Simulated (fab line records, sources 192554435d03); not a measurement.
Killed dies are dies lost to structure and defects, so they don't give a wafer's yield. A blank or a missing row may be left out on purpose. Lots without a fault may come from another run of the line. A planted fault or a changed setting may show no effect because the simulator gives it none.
Chamber matching | flow n5_finfet | N5_BEOL_M8_STRIP_67 on rie_diel-01: 4 sister chambers
The step strips in CF4. 14 wafers are shown with their chamber, then 7 later ones without.

WAFERS WITH THEIR CHAMBER
wafer  | chamber | throttle_valve_pct (%) | oes_product_au (a.u.) | rf_vpp_V (V)
L075.1 | 3       | 13.65                  | 0.83                  | 273.3
L075.5 | 3       | 13.64                  | 0.83                  | 271.7
L075.6 | 1       | 14.00                  | 0.73                  | 272.0
L079.2 | 0       | 13.53                  | 0.85                  | 271.4
L079.4 | 1       | 14.02                  | 0.72                  | 272.9
L079.6 | 3       | 13.67                  | 0.82                  | 271.2
L081.1 | 1       | 14.04                  | 0.71                  | 272.6
L081.2 | 0       | 13.52                  | 0.83                  | 271.9
L081.5 | 3       | 13.69                  | 0.81                  | 271.5
L082.1 | 3       | 13.71                  | 0.80                  | 272.5
L082.3 | 2       | 13.58                  | 0.93                  | 274.3
L082.5 | 1       | 14.04                  | 0.72                  | 271.8
L085.1 | 1       | 14.04                  | 0.71                  | 272.0
L085.4 | 3       | 13.71                  | 0.81                  | 269.2

SIGNATURES (means of the wafers above)
reading            | chamber 0 | chamber 1 | chamber 2 | chamber 3 | scatter within a chamber
throttle_valve_pct | 13.5250   | 14.0280   | 13.5800   | 13.6783   | 0.0241
oes_product_au     | 0.8400    | 0.7180    | 0.9300    | 0.8167    | 0.011
rf_vpp_V           | 271.650   | 272.260   | 274.300   | 271.567   | 1.03
Rule: a wafer's distance from a chamber is the root of the sum, over the readings, of the square of ((its reading less the chamber's mean) divided by the reading's scatter). The wafer belongs to the nearest chamber; if the next one is less than 2 further off, it can't be placed. The scatter: the root of (the sum of the squares of (reading less its chamber's mean) over the shown wafers, divided by (wafers less chambers)).

WAFERS WITHOUT THEIR CHAMBER
wafer  | throttle_valve_pct (%) | oes_product_au (a.u.) | rf_vpp_V (V)
L085.5 | 14.03                  | 0.71                  | 272.1
L088.2 | 14.07                  | 0.71                  | 272.7
L088.4 | 13.72                  | 0.80                  | 271.0
L088.6 | 13.72                  | 0.80                  | 271.4
L090.3 | 13.62                  | 0.90                  | 274.1
L090.5 | 13.62                  | 0.89                  | 271.9
L090.6 | 13.72                  | 0.79                  | 272.7

WHICH CHAMBER EACH WENT THROUGH
wafer  | from the rows above     | in truth
L085.5 | 1                       | 1
L088.2 | 1                       | 1
L088.4 | 3                       | 3
L088.6 | 3                       | 3
L090.3 | 2                       | 2
L090.5 | can't be placed: 2 or 0 | 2
L090.6 | 3                       | 3
Placed correctly: 6 of 7. Can't be placed from these rows: 1 (the true chamber is among the candidates in 1). Placed wrongly: 0.
